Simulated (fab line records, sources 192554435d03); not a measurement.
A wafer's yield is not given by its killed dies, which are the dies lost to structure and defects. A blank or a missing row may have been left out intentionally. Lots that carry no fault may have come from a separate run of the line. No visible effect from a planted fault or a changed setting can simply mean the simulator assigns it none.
The tool behind it: which one? | flow n5 finfet | 69 wafers from 23 lots sampled at 5 of the route's 1938 steps

WHAT THE GAUGES SHOWED, per wafer
N5_BEOL_M7_OCD_MEAS_38.
lot  | measured     | on     | trench depth nm (nm)
L074 | day 9 04:09  | ocd-02 | 94.5 94.0 91.5
L077 | day 9 15:47  | ocd-01 | 93.6 92.6 92.6
L076 | day 9 19:38  | ocd-01 | 91.8 93.0 91.8
L078 | day 10 01:20 | ocd-01 | 93.3 92.5 91.4
L079 | day 10 07:48 | ocd-01 | 94.2 93.0 92.5
L080 | day 10 07:54 | ocd-02 | 93.0 89.1 93.1
L081 | day 10 10:19 | ocd-01 | 94.1 92.5 93.4
L082 | day 10 20:36 | ocd-02 | 93.5 92.1 92.2
L083 | day 11 04:39 | ocd-01 | 93.0 93.8 92.3
L085 | day 11 14:41 | ocd-01 | 93.7 90.3 92.8
L086 | day 12 06:34 | ocd-02 | 94.8 94.5 95.2
L088 | day 12 13:16 | ocd-01 | 92.0 92.9 95.1
L084 | day 12 13:20 | ocd-02 | 95.8 91.1 91.9
L087 | day 12 14:31 | ocd-02 | 91.7 94.2 91.7
L090 | day 12 17:06 | ocd-01 | 91.1 94.4 92.0
L089 | day 12 21:31 | ocd-01 | 94.4 93.0 92.2
L091 | day 13 06:26 | ocd-02 | 93.4 96.2 92.0
L092 | day 13 17:18 | ocd-02 | 89.6 94.5 90.6
L093 | day 14 00:32 | ocd-02 | 93.6 93.3 94.3
L094 | day 14 02:13 | ocd-01 | 91.8 94.7 92.8
L096 | day 14 10:29 | ocd-01 | 95.8 91.8 93.5
L095 | day 14 10:39 | ocd-01 | 92.3 92.6 89.7
L097 | day 15 02:04 | ocd-01 | 93.3 92.8 93.0

N5_BEOL_M9_INSPECT_13: inspects for defects (brightfield).
lot  | measured     | on                | raw defect count
L074 | day 9 17:03  | defect inspect-02 | 384 318 400
L077 | day 10 03:02 | defect inspect-02 | 429 427 411
L076 | day 10 09:04 | defect inspect-01 | 422 361 378
L078 | day 10 15:19 | defect inspect-01 | 564 464 492
L079 | day 10 21:12 | defect inspect-01 | 470 350 496
L080 | day 10 21:22 | defect inspect-02 | 320 380 410
L081 | day 10 23:08 | defect inspect-01 | 547 429 471
L082 | day 11 08:40 | defect inspect-01 | 693 323 490
L083 | day 11 16:28 | defect inspect-01 | 381 312 349
L085 | day 12 06:58 | defect inspect-01 | 491 555 613
L086 | day 12 18:02 | defect inspect-02 | 378 518 457
L088 | day 13 03:38 | defect inspect-02 | 558 386 514
L084 | day 13 01:41 | defect inspect-01 | 395 296 395
L087 | day 13 04:13 | defect inspect-02 | 423 375 371
L090 | day 13 04:03 | defect inspect-02 | 347 287 288
L089 | day 13 08:45 | defect inspect-02 | 379 403 452
L091 | day 13 20:16 | defect inspect-01 | 473 468 380
L092 | day 14 05:31 | defect inspect-01 | 556 552 532
L093 | day 14 15:49 | defect inspect-02 | 273 337 256
L094 | day 14 15:23 | defect inspect-02 | 389 468 420
L096 | day 14 23:24 | defect inspect-01 | 499 477 518
L095 | day 14 23:35 | defect inspect-01 | 569 657 353
L097 | day 15 22:46 | defect inspect-01 | 407 479 526

WHICH TOOL RAN EACH LOT (tool, then ch and the chambers of the sampled wafers, then the start)
lot  | N5_BEOL_M8_DESCUM_16               | N5_BEOL_M8_ETCH_66                 | N5_BEOL_M8_STRIP_36
L074 | rie diel-05 ch 0,1,2, day 9 09:25  | rie diel-04 ch 0,1,2, day 9 11:20  | rie diel-04 ch 0,1,2, day 9 11:29
L077 | rie diel-05 ch 0,2,3, day 9 20:10  | rie diel-05 ch 2,3, day 9 22:32    | rie diel-05 ch 2,3, day 9 22:44
L076 | rie diel-02 ch 0,2,3, day 10 01:16 | rie diel-02 ch 1,2,3, day 10 03:54 | rie diel-02 ch 1,2,3, day 10 04:03
L078 | rie diel-05 ch 1,2,3, day 10 07:33 | rie diel-02 ch 0,1,2, day 10 10:19 | rie diel-02 ch 0,1,2, day 10 10:28
L079 | rie diel-04 ch 0,2, day 10 12:18   | rie diel-04 ch 1,3, day 10 15:09   | rie diel-04 ch 1,3, day 10 15:18
L080 | rie diel-02 ch 1,2,3, day 10 12:44 | rie diel-02 ch 0,1,2, day 10 15:20 | rie diel-02 ch 0,1,2, day 10 15:29
L081 | rie diel-04 ch 0,2,3, day 10 16:22 | rie diel-04 ch 1,3, day 10 18:10   | rie diel-04 ch 1,3, day 10 18:20
L082 | rie diel-02 ch 0,1,3, day 11 01:21 | rie diel-05 ch 0,2,3, day 11 04:02 | rie diel-05 ch 0,2,3, day 11 04:11
L083 | rie diel-05 ch 0,1,3, day 11 09:29 | rie diel-02 ch 1,2,3, day 11 11:17 | rie diel-02 ch 1,2,3, day 11 11:26
L085 | rie diel-04 ch 0,1,3, day 11 22:20 | rie diel-04 ch 0,3, day 12 00:36   | rie diel-04 ch 0,3, day 12 00:45
L086 | rie diel-02 ch 0,2,3, day 12 11:11 | rie diel-04 ch 0,2,3, day 12 12:11 | rie diel-04 ch 0,2,3, day 12 12:20
L088 | rie diel-02 ch 0,1,3, day 12 18:23 | rie diel-04 ch 0,1, day 12 21:35   | rie diel-04 ch 0,1, day 12 21:44
L084 | rie diel-04 ch 0,1,3, day 12 18:52 | rie diel-04 ch 2,3, day 12 21:05   | rie diel-04 ch 2,3, day 12 21:14
L087 | rie diel-05 ch 0,2,3, day 12 21:53 | rie diel-05 ch 0,3, day 12 23:38   | rie diel-05 ch 0,3, day 12 23:47
L090 | rie diel-04 ch 0,1,2, day 12 22:04 | rie diel-02 ch 0,1,3, day 12 23:16 | rie diel-02 ch 0,1,3, day 12 23:25
L089 | rie diel-05 ch 0,1,2, day 13 01:40 | rie diel-05 ch 0,2,3, day 13 02:48 | rie diel-05 ch 0,2,3, day 13 02:58
L091 | rie diel-04 ch 0,3, day 13 12:04   | rie diel-04 ch 0,2, day 13 14:34   | rie diel-04 ch 0,2, day 13 14:43
L092 | rie diel-05 ch 0,1,2, day 13 21:37 | rie diel-02 ch 0,1, day 14 00:08   | rie diel-02 ch 0,1, day 14 00:17
L093 | rie diel-05 ch 1,2,3, day 14 05:52 | rie diel-05 ch 0,2,3, day 14 10:11 | rie diel-05 ch 0,2,3, day 14 10:20
L094 | rie diel-02 ch 0,1,2, day 14 07:49 | rie diel-04 ch 0,1,3, day 14 10:20 | rie diel-04 ch 0,1,3, day 14 10:30
L096 | rie diel-04 ch 0,1,2, day 14 15:23 | rie diel-05 ch 0,2,3, day 14 17:53 | rie diel-05 ch 0,2,3, day 14 18:02
L095 | rie diel-02 ch 0,1, day 14 15:30   | rie diel-02 ch 0,1,3, day 14 18:14 | rie diel-02 ch 0,1,3, day 14 18:23
L097 | rie diel-04 ch 1,2,3, day 15 09:51 | rie diel-04 ch 1,2,3, day 15 16:10 | rie diel-04 ch 1,2,3, day 15 16:18
- N5_BEOL_M8_DESCUM_16: chemistry O2, time 7.9 s.
- N5_BEOL_M8_ETCH_66: etches SOC in N2/H2, target depth 80 nm, overetch 16 nm, time 120 s.
- N5_BEOL_M8_STRIP_36: strips in N2/H2.

WHAT THE TOOLS THEMSELVES READ (means of the sampled wafers that have a number; where no wafer has one, the mark that the record gives instead)
N5_BEOL_M8_DESCUM_16.
lot  | tool        | drypump motor current A (A) | oes product au (a.u.) | rf vpp V (V) | showerhead plenum p Torr (Torr) | throttle valve pct (%)
L074 | rie diel-05 | 5.4                         | 0.74                  | 243.4        | 2.09                            | 20.30
L077 | rie diel-05 | 5.5                         | 0.79                  | 244.2        | 2.16                            | 20.21
L076 | rie diel-02 | 5.7                         | 0.76                  | 243.8        | 2.08                            | 20.38
L078 | rie diel-05 | 5.7                         | 0.76                  | 243.9        | 2.11                            | 20.33
L079 | rie diel-04 | 5.5                         | 0.75                  | 241.9        | 2.00                            | 20.47
L080 | rie diel-02 | 5.4                         | 0.81                  | 243.6        | 2.14                            | 20.34
L081 | rie diel-04 | 5.4                         | 0.75                  | 241.7        | 2.00                            | 20.40
L082 | rie diel-02 | 5.3                         | 0.80                  | 243.8        | 2.08                            | 20.34
L083 | rie diel-05 | 5.4                         | 0.78                  | 243.5        | 2.09                            | 20.22
L085 | rie diel-04 | 5.6                         | 0.69                  | 242.4        | 2.02                            | 20.48
L086 | rie diel-02 | 5.7                         | 0.74                  | 242.9        | 2.07                            | 20.43
L088 | rie diel-02 | 5.3                         | 0.79                  | 243.9        | 2.07                            | 20.36
L084 | rie diel-04 | 5.6                         | 0.68                  | 242.7        | 2.02                            | 20.50
L087 | rie diel-05 | 5.5                         | 0.76                  | 243.6        | 2.15                            | 20.26
L090 | rie diel-04 | 5.3                         | 0.73                  | 242.4        | 2.05                            | 20.52
L089 | rie diel-05 | 5.5                         | 0.72                  | 242.3        | 2.07                            | 20.33
L091 | rie diel-04 | 5.7                         | 0.67                  | 241.8        | 1.96                            | 20.42
L092 | rie diel-05 | 5.4                         | 0.71                  | 242.5        | 2.07                            | 20.33
L093 | rie diel-05 | 5.7                         | 0.73                  | 243.3        | 2.10                            | 20.38
L094 | rie diel-02 | 5.5                         | 0.72                  | 242.6        | 2.08                            | 20.45
L096 | rie diel-04 | 5.3                         | 0.81                  | 242.0        | 2.04                            | 20.44
L095 | rie diel-02 | 5.2                         | 0.75                  | 242.3        | 2.08                            | 20.38
L097 | rie diel-04 | 5.2                         | 0.80                  | 242.3        | 2.04                            | 20.38

N5_BEOL_M8_ETCH_66.
lot  | tool        | drypump motor current A (A) | oes product au (a.u.) | rf vpp V (V) | showerhead plenum p Torr (Torr) | throttle valve pct (%)
L074 | rie diel-04 | 5.3                         | 0.58                  | 523          | 2.50                            | 17.84
L077 | rie diel-05 | 5.8                         | 0.63                  | 528          | 2.68                            | 17.75
L076 | rie diel-02 | 5.4                         | 0.62                  | 526          | 2.60                            | 17.70
L078 | rie diel-02 | 5.5                         | 0.57                  | 523          | 2.55                            | 17.87
L079 | rie diel-04 | 5.4                         | 0.54                  | 525          | 2.54                            | 17.93
L080 | rie diel-02 | 5.5                         | 0.57                  | 523          | 2.55                            | 17.88
L081 | rie diel-04 | 5.4                         | 0.54                  | 524          | 2.54                            | 17.94
L082 | rie diel-05 | 5.5                         | 0.60                  | 526          | 2.63                            | 17.67
L083 | rie diel-02 | 5.4                         | 0.61                  | 525          | 2.59                            | 17.72
L085 | rie diel-04 | 5.8                         | 0.53                  | 520          | 2.41                            | 17.99
L086 | rie diel-04 | 5.4                         | 0.57                  | 521          | 2.43                            | 17.85
L088 | rie diel-04 | 5.5                         | 0.53                  | 524          | 2.53                            | 18.01
L084 | rie diel-04 | 5.1                         | 0.60                  | 522          | 2.44                            | 17.71
L087 | rie diel-05 | 5.3                         | 0.60                  | 526          | 2.61                            | 17.55
L090 | rie diel-02 | 5.3                         | 0.60                  | 523          | 2.52                            | 17.77
L089 | rie diel-05 | 5.5                         | 0.59                  | 526          | 2.63                            | 17.70
L091 | rie diel-04 | 5.2                         | 0.59                  | 522          | 2.44                            | 17.77
L092 | rie diel-02 | 5.2                         | 0.59                  | 523          | 2.52                            | 17.74
L093 | rie diel-05 | 5.5                         | 0.58                  | 525          | 2.62                            | 17.73
L094 | rie diel-04 | 5.6                         | 0.58                  | 523          | 2.46                            | 17.87
L096 | rie diel-05 | 5.5                         | 0.58                  | 525          | 2.62                            | 17.73
L095 | rie diel-02 | 5.3                         | 0.58                  | 523          | 2.51                            | 17.79
L097 | rie diel-04 | 5.2                         | 0.61                  | 522          | 2.48                            | 17.75

N5_BEOL_M8_STRIP_36.
lot  | tool        | drypump motor current A (A) | oes product au (a.u.) | rf vpp V (V) | showerhead plenum p Torr (Torr) | throttle valve pct (%)
L074 | rie diel-04 | 5.3                         | 0.76                  | 59.1         | 2.49                            | 23.61
L077 | rie diel-05 | 5.8                         | 0.82                  | 60.2         | 2.68                            | 23.60
L076 | rie diel-02 | 5.4                         | 0.82                  | 57.7         | 2.59                            | 23.43
L078 | rie diel-02 | 5.5                         | 0.75                  | 58.5         | 2.55                            | 23.71
L079 | rie diel-04 | 5.4                         | 0.70                  | 60.7         | 2.54                            | 23.66
L080 | rie diel-02 | 5.6                         | 0.74                  | 57.6         | 2.55                            | 23.72
L081 | rie diel-04 | 5.4                         | 0.69                  | 58.7         | 2.54                            | 23.66
L082 | rie diel-05 | 5.5                         | 0.79                  | 60.5         | 2.63                            | 23.49
L083 | rie diel-02 | 5.4                         | 0.80                  | 58.7         | 2.59                            | 23.45
L085 | rie diel-04 | 5.8                         | 0.68                  | 59.7         | 2.41                            | 23.78
L086 | rie diel-04 | 5.5                         | 0.73                  | 59.4         | 2.42                            | 23.60
L088 | rie diel-04 | 5.5                         | 0.68                  | 60.6         | 2.53                            | 23.78
L084 | rie diel-04 | 5.1                         | 0.78                  | 59.6         | 2.43                            | 23.42
L087 | rie diel-05 | 5.2                         | 0.79                  | 59.6         | 2.60                            | 23.34
L090 | rie diel-02 | 5.4                         | 0.79                  | 58.2         | 2.51                            | 23.63
L089 | rie diel-05 | 5.5                         | 0.76                  | 61.7         | 2.62                            | 23.51
L091 | rie diel-04 | 5.2                         | 0.77                  | 58.7         | 2.43                            | 23.55
L092 | rie diel-02 | 5.2                         | 0.76                  | 58.2         | 2.51                            | 23.60
L093 | rie diel-05 | 5.5                         | 0.74                  | 58.8         | 2.62                            | 23.52
L094 | rie diel-04 | 5.6                         | 0.76                  | 59.6         | 2.46                            | 23.68
L096 | rie diel-05 | 5.5                         | 0.74                  | 59.8         | 2.61                            | 23.54
L095 | rie diel-02 | 5.4                         | 0.77                  | 59.9         | 2.51                            | 23.63
L097 | rie diel-04 | 5.3                         | 0.80                  | 58.2         | 2.47                            | 23.52

THE ANSWER, worked out from the rows above alone
Rule: the lots themselves supply what counts as usual. Put in order of their means at a reading, lots are off if they are a third of the lots or fewer, leave a main group of 4 or more, and stand apart from it by a gap of 3 or more times the standard deviation of the main group's means; of several such gaps the widest counts. A main group is skipped when, at the precision printed for the reading in the tables above, its means are all equal. Also off: a lot with no number at a reading for which 4 or more lots have one. The other lots that the step has rows for count as sound. Order of review: gauges by route order, followed by the tools' own readings, for which a lot's mean as printed above is used. At the first step where some lot is off, the reading lying furthest off is the one used; lots without a number count as furthest.
Nothing can be told from this: no lot is off at any reading shown.

WHAT WAS PUT IN BY THE SIMULATOR
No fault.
